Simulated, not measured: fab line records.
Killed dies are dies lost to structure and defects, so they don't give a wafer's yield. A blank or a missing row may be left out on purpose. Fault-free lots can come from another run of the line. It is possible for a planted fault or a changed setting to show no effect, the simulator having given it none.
fab line records	flow n5Finfet
record: lots: 24	wafers: 72	lastDay: 17
route steps=1938 shown BEOL_M11@1587 BEOL_M12@1646 BEOL_M13@1669
lots that met no fault: taken from a fault-free run of the same line
startH: hours from the record's opening day to when the first of the lot's shown wafers began	waitH: how many hours have passed since the lot's step before this one	" as in the row above	L1.1+2: a single row standing in for several wafers	- no value present, or no start provided	* or withheld: withheld	< > ~ a bound
route shown NAME@n: a module of which the file shows steps, and the number in the route of the first	usual: mean/standard deviation of fault-free wafers	same: alike in all rows	chamber/n: place in a boat	sites: the reading at each site	_std_site: the values' standard deviation	_edge_site: the outer-site mean with the inner-site mean subtracted	radiusMm: how far each site lies from the wafer's centre	mask NAME#n: copy n	behind: the last tool/chamber to shape the wafer	hold: reason for holding the lot/hours on hold/outcome of the hold	device: which transistor (n, p or np) failed to switch	end of line: the tests these same wafers got at the end of their route	a step with no rows: only its recipe	killed: not the wafer's yield, but the dies lost to structure and defects at the first sort	map: a wafer's dies, x killed, . not, _ none there
set.NAME: setting as actually run; set.NAME@STEP: the setting as run at that earlier step	model.NAME: the simulator's own value behind a step, which no gauge read
the route's steps for a sample of lots (tables are steps, rows are wafers)
services: a tool's chamber out of use, with start hour (startH, from the record's first day; less than 0 if before it), hours out, and reason
== steps ==
step: N5_BEOL_M11_CURE_72
recipe: tempC: 370	timeS: 120	ambient: DMADMS/He	material: SiCOH_lowk
usual: lampPowerPct: 52.31/0.055	wafer_temp_C_max: 371.6/0.59
lot.wafer	tool	chamber	startH	waitH	lampPowerPct	wafer_temp_C_max
L074.3	uvCure-02	0	216.41	0.1	52.35	370.6
L074.4	"	0	"	"	52.33	371.4
L074.5	"	0	"	"	52.32	370.9
L075.1	uvCure-03	0	228.24	0.0	52.28	372.1
L075.2	"	0	"	"	52.37	372.1
L075.3	"	0	"	"	52.38	372.2
L076.2	uvCure-01	2	237.10	0.1	52.30	371.9
L076.3	"	2	"	"	52.30	373.3
L076.6	"	2	"	"	52.39	371.2
L077.1	uvCure-03	2	238.65	0.0	52.35	370.9
L077.3	"	2	"	"	52.25	370.8
L077.6	"	2	"	"	52.34	371.0
L078.1	uvCure-01	2	245.16	0.0	52.19	372.0
L078.5	"	2	"	"	52.30	372.1
L078.6	"	2	"	"	52.31	371.7
L079.3	uvCure-03	0	245.75	0.1	52.33	372.1
L079.4	"	0	"	"	52.28	371.9
L079.5	"	0	"	"	52.15	372.6
L080.2	uvCure-02	0	254.07	0.2	52.26	371.6
L080.4	"	0	"	"	52.40	371.5
L080.6	"	0	"	"	52.29	371.0
L081.2	uvCure-01	0	269.32	0.1	52.37	370.6
L081.3	"	0	"	"	52.22	371.0
L081.4	"	0	"	"	52.30	370.7
L082.2	uvCure-03	0	277.30	0.1	52.37	371.6
L082.3	"	0	"	"	52.43	372.0
L082.6	"	0	"	"	52.28	371.4
L084.1	uvCure-02	0	286.63	0.3	52.29	371.4
L084.3	"	0	"	"	52.34	372.0
L084.6	"	0	"	"	52.30	371.5
L085.2	uvCure-01	0	286.86	0.3	52.26	370.8
L085.3	"	0	"	"	52.26	370.6
L085.6	"	0	"	"	52.25	371.0
L083.1	uvCure-01	1	289.08	0.0	52.32	371.5
L083.4	"	1	"	"	52.25	371.5
L083.5	"	1	"	"	52.35	371.9
L086.1	uvCure-01	2	307.51	0.0	52.26	372.2
L086.3	"	2	"	"	52.32	371.8
L086.4	"	2	"	"	52.34	372.0
L087.1	uvCure-03	1	307.99	0.0	52.30	371.5
L087.2	"	1	"	"	52.34	372.5
L087.3	"	1	"	"	52.32	371.7
L088.1	uvCure-01	2	312.15	0.0	52.37	371.3
L088.4	"	2	"	"	52.31	372.2
L088.5	"	2	"	"	52.28	371.8
L089.2	uvCure-03	1	316.09	0.1	52.22	371.8
L089.5	"	1	"	"	52.33	372.6
L089.6	"	1	"	"	52.34	372.1
L090.2	uvCure-02	1	324.86	0.1	52.27	372.0
L090.3	"	1	"	"	52.24	371.0
L090.5	"	1	"	"	52.38	371.1
L091.1	uvCure-02	2	329.74	0.0	52.37	372.1
L091.3	"	2	"	"	52.40	373.2
L091.5	"	2	"	"	52.34	372.2
L092.2	uvCure-03	0	333.73	0.1	52.39	371.5
L092.4	"	0	"	"	52.39	371.8
L092.5	"	0	"	"	52.26	372.5
L094.2	uvCure-03	1	342.22	0.1	52.35	371.5
L094.4	"	1	"	"	52.36	371.7
L094.6	"	1	"	"	52.30	371.6
L093.3	uvCure-01	1	343.11	0.1	52.41	370.9
L093.5	"	1	"	"	52.29	371.4
L093.6	"	1	"	"	52.34	372.0
L095.1	uvCure-01	0	352.25	0.0	52.25	371.0
L095.2	"	0	"	"	52.28	371.2
L095.4	"	0	"	"	52.38	371.2
L096.1	uvCure-02	1	359.71	0.5	52.40	372.1
L096.5	"	1	"	"	52.23	371.7
L096.6	"	1	"	"	52.25	371.4
L097.2	uvCure-02	0	360.96	1.3	52.30	371.2
L097.5	"	0	"	"	52.33	371.4
L097.6	"	0	"	"	52.35	371.5
step: N5_BEOL_M11_SPUTTER_48
recipe: material: Cu	targetThkA: 120	tempC: -20	biasV: 60	powerW: 26000	chamberPressurePa: 0.13	timeS: 2
usual: throttleValvePct: 29.6/0.71
lot.wafer	tool	chamber	startH	waitH	throttleValvePct
L074.3	pvdSputter-03	-	217.77	0.1	31.0
L074.4	"	-	"	"	30.5
L074.5	"	-	"	"	31.1
L075.1	pvdSputter-01	-	229.61	0.3	28.9
L075.2	"	-	"	"	30.0
L075.3	"	-	"	"	29.4
L076.2	pvdSputter-01	-	238.13	0.1	29.6
L076.3	"	-	"	"	29.0
L076.6	"	-	"	"	28.9
L077.1	pvdSputter-01	-	241.42	1.3	29.1
L077.3	"	-	"	"	29.4
L077.6	"	-	"	"	29.0
L078.1	pvdSputter-03	-	246.36	0.1	29.2
L078.5	"	-	"	"	30.4
L078.6	"	-	"	"	29.6
L079.3	pvdSputter-02	-	247.22	0.1	30.7
L079.4	"	-	"	"	30.1
L079.5	"	-	"	"	30.4
L080.2	pvdSputter-01	-	257.95	0.1	29.6
L080.4	"	-	"	"	29.7
L080.6	"	-	"	"	28.8
L081.2	pvdSputter-02	-	270.45	0.1	30.5
L081.3	"	-	"	"	28.7
L081.4	"	-	"	"	30.2
L082.2	pvdSputter-02	-	279.90	0.1	28.4
L082.3	"	-	"	"	30.3
L082.6	"	-	"	"	29.5
L085.2	pvdSputter-02	-	288.23	0.2	30.5
L085.3	"	-	"	"	30.0
L085.6	"	-	"	"	29.6
L084.1	pvdSputter-02	-	288.31	0.2	30.0
L084.3	"	-	"	"	28.4
L084.6	"	-	"	"	28.4
L083.1	pvdSputter-01	-	291.15	0.2	28.5
L083.4	"	-	"	"	29.7
L083.5	"	-	"	"	28.8
L086.1	pvdSputter-02	-	309.01	0.1	28.8
L086.3	"	-	"	"	30.0
L086.4	"	-	"	"	29.5
L087.1	pvdSputter-02	-	309.20	0.1	29.8
L087.2	"	-	"	"	29.5
L087.3	"	-	"	"	28.5
L088.1	pvdSputter-03	-	313.14	0.1	29.4
L088.4	"	-	"	"	30.3
L088.5	"	-	"	"	30.2
L089.2	pvdSputter-01	-	317.92	0.2	29.2
L089.5	"	-	"	"	29.0
L089.6	"	-	"	"	29.7
L090.2	pvdSputter-02	-	326.52	0.1	29.6
L090.3	"	-	"	"	28.7
L090.5	"	-	"	"	28.5
L091.1	pvdSputter-02	-	330.98	0.1	30.0
L091.3	"	-	"	"	29.5
L091.5	"	-	"	"	28.7
L092.2	pvdSputter-02	-	335.60	0.1	29.7
L092.4	"	-	"	"	30.0
L092.5	"	-	"	"	28.8
L094.2	pvdSputter-03	-	343.30	0.1	29.8
L094.4	"	-	"	"	31.0
L094.6	"	-	"	"	29.6
L093.3	pvdSputter-01	-	344.98	0.2	29.5
L093.5	"	-	"	"	29.7
L093.6	"	-	"	"	29.7
L095.1	pvdSputter-03	-	353.49	0.1	31.0
L095.2	"	-	"	"	30.2
L095.4	"	-	"	"	30.4
L096.1	pvdSputter-02	-	362.09	1.0	28.5
L096.5	"	-	"	"	30.0
L096.6	"	-	"	"	28.7
L097.2	pvdSputter-01	-	363.03	0.1	28.9
L097.5	"	-	"	"	29.5
L097.6	"	-	"	"	29.0
step: N5_BEOL_M12_DEGAS_41
recipe: ambient: vacuum	tempC: 250	timeS: 60
usual: heaterPowerW: 332/16
lot.wafer	tool	chamber	startH	waitH	heaterPowerW
L074.3	pvdSputter-02	-	222.00	0.0	337
L074.4	"	-	"	"	330
L074.5	"	-	"	"	328
L075.1	pvdSputter-01	-	239.21	0.0	316
L075.2	"	-	"	"	351
L075.3	"	-	"	"	340
L076.2	pvdSputter-03	-	244.58	2.0	312
L076.3	"	-	"	"	359
L076.6	"	-	"	"	301
L077.1	pvdSputter-02	-	246.77	0.5	342
L077.3	"	-	"	"	323
L077.6	"	-	"	"	324
L078.1	pvdSputter-03	-	254.61	0.4	319
L078.5	"	-	"	"	343
L078.6	"	-	"	"	355
L079.3	pvdSputter-01	-	254.79	0.3	324
L079.4	"	-	"	"	323
L079.5	"	-	"	"	318
L080.2	pvdSputter-03	-	262.81	0.3	328
L080.4	"	-	"	"	354
L080.6	"	-	"	"	355
L081.2	pvdSputter-02	-	274.07	0.0	346
L081.3	"	-	"	"	330
L081.4	"	-	"	"	336
L082.2	pvdSputter-01	-	283.88	0.1	325
L082.3	"	-	"	"	319
L082.6	"	-	"	"	330
L085.2	pvdSputter-02	-	291.83	0.2	326
L085.3	"	-	"	"	353
L085.6	"	-	"	"	299
L084.1	pvdSputter-02	-	295.35	0.4	334
L084.3	"	-	"	"	299
L084.6	"	-	"	"	304
L083.1	pvdSputter-02	-	299.45	0.2	343
L083.4	"	-	"	"	338
L083.5	"	-	"	"	356
L086.1	pvdSputter-03	-	313.23	0.4	326
L086.3	"	-	"	"	310
L086.4	"	-	"	"	354
L087.1	pvdSputter-02	-	313.27	0.2	328
L087.2	"	-	"	"	358
L087.3	"	-	"	"	307
L088.1	pvdSputter-01	-	318.54	0.7	325
L088.4	"	-	"	"	346
L088.5	"	-	"	"	332
L089.2	pvdSputter-03	-	323.89	1.0	341
L089.5	"	-	"	"	354
L089.6	"	-	"	"	304
L090.2	pvdSputter-03	-	330.85	0.1	324
L090.3	"	-	"	"	359
L090.5	"	-	"	"	343
L091.1	pvdSputter-02	-	341.18	0.1	324
L091.3	"	-	"	"	349
L091.5	"	-	"	"	331
L092.2	pvdSputter-03	-	341.55	0.4	311
L092.4	"	-	"	"	360
L092.5	"	-	"	"	340
L094.2	pvdSputter-03	-	349.30	0.1	329
L094.4	"	-	"	"	306
L094.6	"	-	"	"	349
L093.3	pvdSputter-02	-	349.33	0.0	349
L093.5	"	-	"	"	342
L093.6	"	-	"	"	336
L095.1	pvdSputter-01	-	359.46	0.2	329
L095.2	"	-	"	"	323
L095.4	"	-	"	"	331
L096.1	pvdSputter-01	-	369.39	0.0	339
L096.5	"	-	"	"	327
L096.6	"	-	"	"	329
L097.2	pvdSputter-01	-	369.89	0.5	320
L097.5	"	-	"	"	327
L097.6	"	-	"	"	332
step: N5_BEOL_M13_CD_MEAS_10
recipe: targetCdNm: 190	landingEnergyEv: 500	detector: seInlens	polarity: opening
usual: cdNm: 191.0/1.7
lot.wafer	tool	chamber	startH	waitH	cdNm
L074.3	cdSem-01	0	223.78	-	188.7
L074.4	"	0	"	"	191.1
L074.5	"	0	"	"	191.4
L075.1	cdSem-03	0	242.47	-	192.8
L075.2	"	0	"	"	191.1
L075.3	"	0	"	"	190.8
L076.2	cdSem-01	0	246.33	-	191.2
L076.3	"	0	"	"	189.9
L076.6	"	0	"	"	188.8
L077.1	cdSem-03	0	248.57	-	191.4
L077.3	"	0	"	"	193.0
L077.6	"	0	"	"	190.3
L078.1	cdSem-02	0	256.53	-	191.6
L078.5	"	0	"	"	186.7
L078.6	"	0	"	"	188.6
L079.3	cdSem-01	0	256.93	-	189.4
L079.4	"	0	"	"	191.9
L079.5	"	0	"	"	189.7
L080.2	cdSem-02	0	264.60	-	192.6
L080.4	"	0	"	"	192.0
L080.6	"	0	"	"	190.3
L081.2	cdSem-02	0	275.81	-	192.8
L081.3	"	0	"	"	192.2
L081.4	"	0	"	"	193.1
L082.2	cdSem-02	0	286.49	-	193.2
L082.3	"	0	"	"	192.1
L082.6	"	0	"	"	193.1
L085.2	cdSem-02	0	293.57	-	193.4
L085.3	"	0	"	"	190.4
L085.6	"	0	"	"	193.3
L084.1	cdSem-03	0	297.23	-	192.0
L084.3	"	0	"	"	189.9
L084.6	"	0	"	"	190.9
L083.1	cdSem-03	0	301.31	-	189.3
L083.4	"	0	"	"	190.9
L083.5	"	0	"	"	192.2
L086.1	cdSem-01	0	315.32	-	192.0
L086.3	"	0	"	"	190.6
L086.4	"	0	"	"	188.6
L087.1	cdSem-01	0	315.48	-	191.4
L087.2	"	0	"	"	192.0
L087.3	"	0	"	"	192.0
L088.1	cdSem-01	0	320.31	-	192.9
L088.4	"	0	"	"	193.8
L088.5	"	0	"	"	193.1
L089.2	cdSem-03	0	325.80	-	192.3
L089.5	"	0	"	"	190.3
L089.6	"	0	"	"	192.0
L090.2	cdSem-03	0	332.59	-	189.0
L090.3	"	0	"	"	190.5
L090.5	"	0	"	"	188.2
L091.1	cdSem-03	0	343.23	-	192.7
L091.3	"	0	"	"	191.2
L091.5	"	0	"	"	190.7
L092.2	cdSem-01	0	343.62	-	190.7
L092.4	"	0	"	"	191.4
L092.5	"	0	"	"	189.2
L094.2	cdSem-02	0	351.16	-	191.4
L094.4	"	0	"	"	193.7
L094.6	"	0	"	"	188.5
L093.3	cdSem-02	0	351.31	-	191.8
L093.5	"	0	"	"	191.4
L093.6	"	0	"	"	192.9
L095.1	cdSem-01	0	361.32	-	188.9
L095.2	"	0	"	"	190.8
L095.4	"	0	"	"	189.1
L096.1	cdSem-03	0	371.39	-	191.4
L096.5	"	0	"	"	191.8
L096.6	"	0	"	"	193.8
L097.2	cdSem-01	0	371.75	-	190.9
L097.5	"	0	"	"	188.9
L097.6	"	0	"	"	191.0
step: N5_BEOL_M13_CMP_49
recipe: stopOn: SiOC	tOverpolishS: 17.1	downForcePsi: 1	platenRpm: 50	clearingPlatenDownForcePsi: 1.5	clearingPlatenRpm: 50	postCmpClean: cuAlkaline	targetThkNm: 420	clearingPlatenPadVelocityMS: 0.99484	padVelocityMS: 0.99484
usual: barrierFieldEndpointS: 30.3/0.99	clearingPlatenDownForcePsi: 1.500/0.0032	motorCurrentA: 6.1/0.56	overpolishRunS: 17.099/0.0095	padLifeWafers: 906/500	retainingRingPressureFrac: 1.000/0.005
lot.wafer	tool	chamber	startH	waitH	barrierFieldEndpointS	clearingPlatenDownForcePsi	motorCurrentA	overpolishRunS	padLifeWafers	retainingRingPressureFrac
L074.4	cmp-04	0	229.42	0.3	31.2	1.506	6.9	17.089	685	1.004
L074.3	"	2	"	"	30.6	1.503	5.9	17.093	687	1.002
L074.5	"	3	"	"	29.9	1.495	5.7	17.102	-	1.008
L075.3	cmp-01	3	248.78	0.7	31.9	1.500	6.1	17.107	216	1.003
L075.2	"	1	"	"	30.0	1.503	6.4	17.117	218	0.993
L075.1	"	2	"	"	30.2	1.500	6.5	17.100	219	1.010
L076.3	cmp-04	2	249.32	0.3	31.6	1.500	6.3	17.098	876	1.004
L076.2	"	3	"	"	30.8	1.503	5.5	17.127	877	1.001
L076.6	"	2	"	"	31.3	1.500	6.9	17.106	-	0.997
L077.1	cmp-02	0	255.93	0.3	29.0	1.497	5.9	17.104	90	1.000
L077.3	"	2	"	"	28.3	1.498	6.0	17.092	92	1.003
L077.6	"	1	"	"	28.3	1.501	6.5	17.099	-	0.991
L078.1	cmp-01	3	260.65	0.3	29.9	1.502	6.4	17.095	320	1.006
L078.5	"	1	"	"	29.1	1.494	6.9	17.079	-	0.993
L078.6	"	2	"	"	28.8	1.499	6.8	17.094	-	1.009
L079.4	cmp-02	0	262.82	0.1	30.6	1.503	5.6	17.118	150	0.998
L079.3	"	2	"	"	30.3	1.501	5.5	17.095	152	1.000
L079.5	"	1	"	"	29.0	1.505	6.6	17.108	-	1.002
L080.2	cmp-01	0	271.13	0.2	31.8	1.499	6.0	17.105	402	1.000
L080.4	"	2	"	"	30.1	1.500	7.1	17.094	404	1.002
L080.6	"	1	"	"	30.3	1.498	7.0	17.117	-	1.006
L081.2	cmp-04	2	280.15	0.3	30.8	1.497	6.3	17.093	1147	0.994
L081.4	"	3	"	"	29.8	1.494	5.6	17.106	1148	1.004
L081.3	"	0	"	"	31.5	1.507	6.5	17.105	1149	0.996
L082.2	cmp-04	1	291.56	0.2	29.0	1.501	5.3	17.097	1218	1.006
L082.3	"	0	"	"	30.0	1.506	6.9	17.092	1221	0.996
L082.6	"	2	"	"	30.3	1.495	6.2	17.110	-	0.998
L085.3	cmp-04	3	300.82	0.2	30.2	1.500	5.9	17.107	1304	1.001
L085.2	"	0	"	"	30.4	1.503	7.1	17.108	1305	1.006
L085.6	"	2	"	"	30.0	1.502	6.4	17.098	-	0.996
L084.1	cmp-04	3	301.44	0.3	29.1	1.500	5.7	17.095	1308	1.000
L084.3	"	1	"	"	29.8	1.496	4.8	17.098	1310	0.997
L084.6	"	3	"	"	28.4	1.505	6.0	17.109	-	0.999
L083.1	cmp-02	0	304.43	0.3	30.0	1.499	5.7	17.106	438	0.999
L083.4	"	3	"	"	31.3	1.501	6.1	17.102	441	1.002
L083.5	"	0	"	"	28.6	1.502	5.7	17.081	-	0.996
L086.3	cmp-02	3	319.90	0.2	31.6	1.505	5.9	17.105	600	1.002
L086.1	"	1	"	"	29.5	1.502	6.2	17.095	602	1.001
L086.4	"	2	"	"	29.7	1.495	5.4	17.101	603	1.011
L087.2	cmp-01	0	320.61	0.2	30.4	1.497	6.2	17.103	738	0.999
L087.1	"	1	"	"	29.3	1.495	6.8	17.083	739	0.999
L087.3	"	2	"	"	31.4	1.502	6.8	17.082	740	1.000
L088.1	cmp-02	0	327.50	0.3	31.0	1.508	5.5	17.103	650	0.998
L088.4	"	1	"	"	30.0	1.498	5.9	17.098	651	1.000
L088.5	"	3	"	"	31.8	1.504	5.8	17.071	-	0.998
L089.2	cmp-02	2	331.35	0.3	30.2	1.500	5.6	17.093	687	0.998
L089.5	"	3	"	"	32.5	1.496	5.9	17.103	-	0.997
L089.6	"	0	"	"	30.0	1.502	5.5	17.102	-	1.010
L090.3	cmp-04	3	337.10	0.2	30.6	1.503	5.5	17.093	1614	0.999
L090.2	"	0	"	"	31.3	1.503	6.9	17.094	1615	1.001
L090.5	"	3	"	"	29.9	1.502	5.3	17.092	-	1.003
L091.1	cmp-02	3	346.55	0.3	32.6	1.506	5.5	17.117	811	0.993
L091.3	"	1	"	"	29.8	1.499	6.0	17.101	813	0.993
L091.5	"	3	"	"	32.2	1.506	5.7	17.119	-	0.989
L092.4	cmp-01	3	347.55	0.1	32.2	1.496	6.3	17.113	930	0.997
L092.2	"	0	"	"	30.2	1.501	6.1	17.097	931	1.004
L092.5	"	3	"	"	31.8	1.497	6.1	17.114	-	0.999
L094.2	cmp-04	2	354.80	0.2	29.8	1.505	6.4	17.082	1722	0.993
L094.4	"	3	"	"	29.3	1.498	5.9	17.097	1723	0.992
L094.6	"	2	"	"	30.3	1.508	6.5	17.098	-	0.999
L093.3	cmp-04	2	355.92	0.2	31.6	1.500	6.8	17.090	1736	1.004
L093.6	"	0	"	"	32.2	1.498	6.3	17.093	-	0.997
L093.5	"	1	"	"	30.9	1.502	5.0	17.106	-	1.012
L095.2	cmp-04	2	364.26	0.2	30.4	1.494	6.4	17.103	1807	0.987
L095.1	"	3	"	"	29.7	1.503	5.8	17.094	1808	1.001
L095.4	"	0	"	"	30.6	1.498	7.0	17.082	1809	1.003
L096.1	cmp-01	2	377.84	0.3	30.6	1.501	7.0	17.096	1182	0.998
L096.6	"	2	"	"	31.2	1.500	7.0	17.095	-	1.004
L096.5	"	3	"	"	31.8	1.498	6.2	17.101	-	0.996
L097.2	cmp-02	1	378.28	0.2	29.6	1.503	6.1	17.097	1086	1.003
L097.5	"	1	"	"	28.8	1.505	6.4	17.093	-	1.009
L097.6	"	2	"	"	30.0	1.504	5.5	17.106	-	1.008
step: N5_BEOL_M13_RS_MEAS_54
recipe: thkMeasGauge: four-point-probe	reads: Cu_of_BEOL_M13_ECD_47+Ta_of_BEOL_M13_SPUTTER_44+TaN_of_BEOL_M13_SPUTTER_43
usual: M13_RS: 0.0448/0.00072
lot.wafer	tool	chamber	startH	waitH	M13_RS[ohm/sq]
L074.3	filmMetro-01	-	229.81	0.1	0.0439
L074.4	"	-	"	"	0.0436
L074.5	"	-	"	"	0.0437
L075.1	filmMetro-02	-	249.20	0.0	0.0446
L075.2	"	-	"	"	0.0442
L075.3	"	-	"	"	0.0456
L076.2	filmMetro-01	-	249.75	0.1	0.0453
L076.3	"	-	"	"	0.0452
L076.6	"	-	"	"	0.0451
L077.1	filmMetro-02	-	256.36	0.0	0.0456
L077.3	"	-	"	"	0.0456
L077.6	"	-	"	"	0.0457
L078.1	filmMetro-01	-	261.00	0.0	0.0438
L078.5	"	-	"	"	0.0441
L078.6	"	-	"	"	0.0439
L079.3	filmMetro-02	-	263.27	0.1	0.0442
L079.4	"	-	"	"	0.0453
L079.5	"	-	"	"	0.0447
L080.2	filmMetro-02	-	271.58	0.1	0.0448
L080.4	"	-	"	"	0.0456
L080.6	"	-	"	"	0.0459
L081.2	filmMetro-02	-	280.54	0.1	0.0440
L081.3	"	-	"	"	0.0449
L081.4	"	-	"	"	0.0453
L082.2	filmMetro-02	-	291.99	0.1	0.0455
L082.3	"	-	"	"	0.0439
L082.6	"	-	"	"	0.0447
L085.2	filmMetro-02	-	301.17	0.1	0.0442
L085.3	"	-	"	"	0.0440
L085.6	"	-	"	"	0.0444
L084.1	filmMetro-02	-	301.86	0.0	0.0457
L084.3	"	-	"	"	0.0451
L084.6	"	-	"	"	0.0441
L083.1	filmMetro-01	-	304.85	0.0	0.0441
L083.4	"	-	"	"	0.0442
L083.5	"	-	"	"	0.0442
L086.1	filmMetro-01	-	320.33	0.0	0.0446
L086.3	"	-	"	"	0.0459
L086.4	"	-	"	"	0.0463
L087.1	filmMetro-01	-	321.04	0.0	0.0458
L087.2	"	-	"	"	0.0445
L087.3	"	-	"	"	0.0447
L088.1	filmMetro-02	-	327.85	0.0	0.0463
L088.4	"	-	"	"	0.0465
L088.5	"	-	"	"	0.0452
L089.2	filmMetro-02	-	331.66	0.1	0.0446
L089.5	"	-	"	"	0.0434
L089.6	"	-	"	"	0.0452
L090.2	filmMetro-01	-	337.52	0.1	0.0460
L090.3	"	-	"	"	0.0445
L090.5	"	-	"	"	0.0465
L091.1	filmMetro-02	-	346.94	0.0	0.0457
L091.3	"	-	"	"	0.0446
L091.5	"	-	"	"	0.0461
L092.2	filmMetro-01	-	347.97	0.1	0.0447
L092.4	"	-	"	"	0.0464
L092.5	"	-	"	"	0.0443
L094.2	filmMetro-01	-	355.22	0.1	0.0449
L094.4	"	-	"	"	0.0448
L094.6	"	-	"	"	0.0442
L093.3	filmMetro-01	-	356.27	0.1	0.0454
L093.5	"	-	"	"	0.0457
L093.6	"	-	"	"	0.0453
L095.1	filmMetro-01	-	364.65	0.0	0.0447
L095.2	"	-	"	"	0.0460
L095.4	"	-	"	"	0.0440
L096.1	filmMetro-01	-	378.27	0.0	0.0441
L096.5	"	-	"	"	0.0456
L096.6	"	-	"	"	0.0439
L097.2	filmMetro-01	-	378.74	0.1	0.0451
L097.5	"	-	"	"	0.0455
L097.6	"	-	"	"	0.0453
== services ==
tool	chamber	startH	hours	kind
cmp-02	-	196.66	6.3	pm
cmp-01	-	210.70	7.7	pm
uvCure-03	-	211.62	1.1	repair
cmp-01	-	220.48	4.0	pm
cmp-01	-	224.48	-	consumableReplace:conditioner
cmp-01	-	224.48	-	consumableReplace:pad
cmp-02	-	244.64	4.0	pm
cmp-02	-	248.64	-	consumableReplace:conditioner
cmp-02	-	248.64	-	consumableReplace:pad
uvCure-02	-	260.92	7.5	pm
cmp-01	-	272.34	2.0	repair
cmp-02	-	277.85	2.9	repair
uvCure-02	-	284.44	1.2	repair
cmp-04	-	285.28	2.5	repair
cmp-02	-	290.07	2.5	repair
cmp-01	-	307.40	6.7	repair
cmp-02	-	321.75	4.9	repair
cmp-04	-	346.21	3.6	pm
uvCure-01	-	359.14	2.1	pm
uvCure-03	-	359.33	7.1	pm
uvCure-01	-	361.27	2.8	pm
pvdSputter-01	-	366.77	2.1	repair
== key ==
fault none
